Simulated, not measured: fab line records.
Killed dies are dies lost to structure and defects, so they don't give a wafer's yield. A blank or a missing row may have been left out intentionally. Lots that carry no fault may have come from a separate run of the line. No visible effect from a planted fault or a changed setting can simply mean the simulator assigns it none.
Matching of chambers || flow n5-finfet || N5_BEOL_M3_ALD_98 on ald-sin-04 has 4 sister chambers
The step deposits SiO2, target thk 2.5 nm, pulse time 1 s, co reactant pulse time 1 s. 14 wafers are shown with their chamber, then 7 later ones without.

WAFERS WITH THEIR CHAMBER
{"wafer": "L076.1", "chamber": 3, "heater-power-w (W)": 83, "precursor-pulse-height-rel": 0.988}
{"wafer": "L076.4", "chamber": 0, "heater-power-w (W)": 76, "precursor-pulse-height-rel": 1.038}
{"wafer": "L076.6", "chamber": 1, "heater-power-w (W)": 76, "precursor-pulse-height-rel": 0.976}
{"wafer": "L075.2", "chamber": 1, "heater-power-w (W)": 76, "precursor-pulse-height-rel": 1.013}
{"wafer": "L075.5", "chamber": 2, "heater-power-w (W)": 71, "precursor-pulse-height-rel": 1.001}
{"wafer": "L075.6", "chamber": 1, "heater-power-w (W)": 78, "precursor-pulse-height-rel": 1.012}
{"wafer": "L077.2", "chamber": 3, "heater-power-w (W)": 84, "precursor-pulse-height-rel": 1.010}
{"wafer": "L077.3", "chamber": 0, "heater-power-w (W)": 77, "precursor-pulse-height-rel": 1.005}
{"wafer": "L077.4", "chamber": 2, "heater-power-w (W)": 72, "precursor-pulse-height-rel": 1.035}
{"wafer": "L078.3", "chamber": 1, "heater-power-w (W)": 77, "precursor-pulse-height-rel": 1.004}
{"wafer": "L078.4", "chamber": 3, "heater-power-w (W)": 83, "precursor-pulse-height-rel": 1.014}
{"wafer": "L078.6", "chamber": 2, "heater-power-w (W)": 72, "precursor-pulse-height-rel": 0.992}
{"wafer": "L088.1", "chamber": 1, "heater-power-w (W)": 70, "precursor-pulse-height-rel": 1.006}
{"wafer": "L088.2", "chamber": 2, "heater-power-w (W)": 73, "precursor-pulse-height-rel": 1.007}

SIGNATURES (averages over the wafers above)
{"reading": "heater-power-w", "chamber 0": 76.50, "chamber 1": 75.40, "chamber 2": 72.00, "chamber 3": 83.33, "scatter within a chamber": 2.06}
{"reading": "precursor-pulse-height-rel", "chamber 0": 1.02150, "chamber 1": 1.00220, "chamber 2": 1.00875, "chamber 3": 1.00400, "scatter within a chamber": 0.017}
Rule: distance of a wafer from a chamber = root of the sum over the readings of ((wafer's reading minus chamber's mean) / reading's scatter) squared. If the next closest chamber is less than 2 further off than the closest, the wafer can't be placed; otherwise it belongs to the closest. The scatter is the square root of a quotient: the sum, over the shown wafers, of each reading's squared deviation from its chamber's mean, divided by wafers minus chambers.

WAFERS WITHOUT THEIR CHAMBER
{"wafer": "L088.3", "heater-power-w (W)": 76, "precursor-pulse-height-rel": 0.992}
{"wafer": "L094.1", "heater-power-w (W)": 74, "precursor-pulse-height-rel": 1.037}
{"wafer": "L094.2", "heater-power-w (W)": 81, "precursor-pulse-height-rel": 1.008}
{"wafer": "L094.3", "heater-power-w (W)": 73, "precursor-pulse-height-rel": 0.961}
{"wafer": "L095.3", "heater-power-w (W)": 74, "precursor-pulse-height-rel": 1.019}
{"wafer": "L095.5", "heater-power-w (W)": 77, "precursor-pulse-height-rel": 0.989}
{"wafer": "L095.6", "heater-power-w (W)": 74, "precursor-pulse-height-rel": 0.973}

WHICH CHAMBER EACH WENT THROUGH
{"wafer": "L088.3", "from the rows above": "can't be placed: 1 or 0 or 2", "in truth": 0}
{"wafer": "L094.1", "from the rows above": "can't be placed: 0 or 2 or 1", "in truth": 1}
{"wafer": "L094.2", "from the rows above": "can't be placed: 3 or 0 or 1", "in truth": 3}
{"wafer": "L094.3", "from the rows above": "can't be placed: 1 or 2 or 0", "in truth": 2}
{"wafer": "L095.3", "from the rows above": "can't be placed: 2 or 1 or 0", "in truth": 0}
{"wafer": "L095.5", "from the rows above": "can't be placed: 1 or 0 or 2", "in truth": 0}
{"wafer": "L095.6", "from the rows above": "can't be placed: 1 or 2 or 0", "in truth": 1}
Correct placement for 0 of the 7. Cannot be placed on the basis of these rows: 7; the candidates contain the true chamber in 7. Wrongly placed: 0.
